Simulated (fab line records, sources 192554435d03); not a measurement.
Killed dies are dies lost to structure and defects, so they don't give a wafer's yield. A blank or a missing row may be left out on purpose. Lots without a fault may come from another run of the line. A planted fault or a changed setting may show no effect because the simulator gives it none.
Which tool did it? | flow n5_finfet | 11 lots, 33 wafers sampled, at 1 step of a route of 1938

WHAT THE GAUGES READ, wafer by wafer
N5_BEOL_M11_OVL_MEAS_12.
lot  | measured     | on         | M11_OVL (nm)
L575 | day 10 13:02 | overlay-01 | 0.4 -0.5 -1.3
L576 | day 10 17:46 | overlay-01 | 0.3 -0.7 -0.1
L578 | day 11 09:59 | overlay-02 | -0.2 0.8 -0.1
L582 | day 12 04:14 | overlay-02 | 0.4 1.5 0.5
L587 | day 13 14:48 | overlay-02 | -1.2 -0.9 -2.1
L590 | day 14 10:01 | overlay-02 | 0.1 -0.1 0.1
L588 | day 14 17:59 | overlay-02 | -0.9 0.3 0.8
L589 | day 14 18:08 | overlay-02 | 0.4 -0.2 -1.3
L592 | day 14 18:19 | overlay-01 | -0.4 -1.0 2.3
L593 | day 15 06:08 | overlay-02 | 0.9 0.2 0.1
L596 | day 15 17:01 | overlay-02 | -0.6 -0.6 -0.5

WHICH TOOL RAN EACH LOT (tool, then ch and the chambers of the sampled wafers, then the start)
The record holds no process step before these readings.

THE ANSWER, worked out from the rows above alone
Rule: what is usual is taken from the lots themselves. Put in order of their means at a reading, lots are off if they are a third of the lots or fewer, leave a main group of 4 or more, and stand apart from it by a gap of 3 or more times the standard deviation of the main group's means; of several such gaps the widest counts. A main group whose means are all the same, to the digits that the tables above print for the reading, isn't used. A lot without any number at a reading at which 4 lots or more have one is off too. The other lots that the step has rows for count as sound.
No lot is off at any reading shown: from this, nothing can be told.

WHAT THE SIMULATOR HAD PUT IN
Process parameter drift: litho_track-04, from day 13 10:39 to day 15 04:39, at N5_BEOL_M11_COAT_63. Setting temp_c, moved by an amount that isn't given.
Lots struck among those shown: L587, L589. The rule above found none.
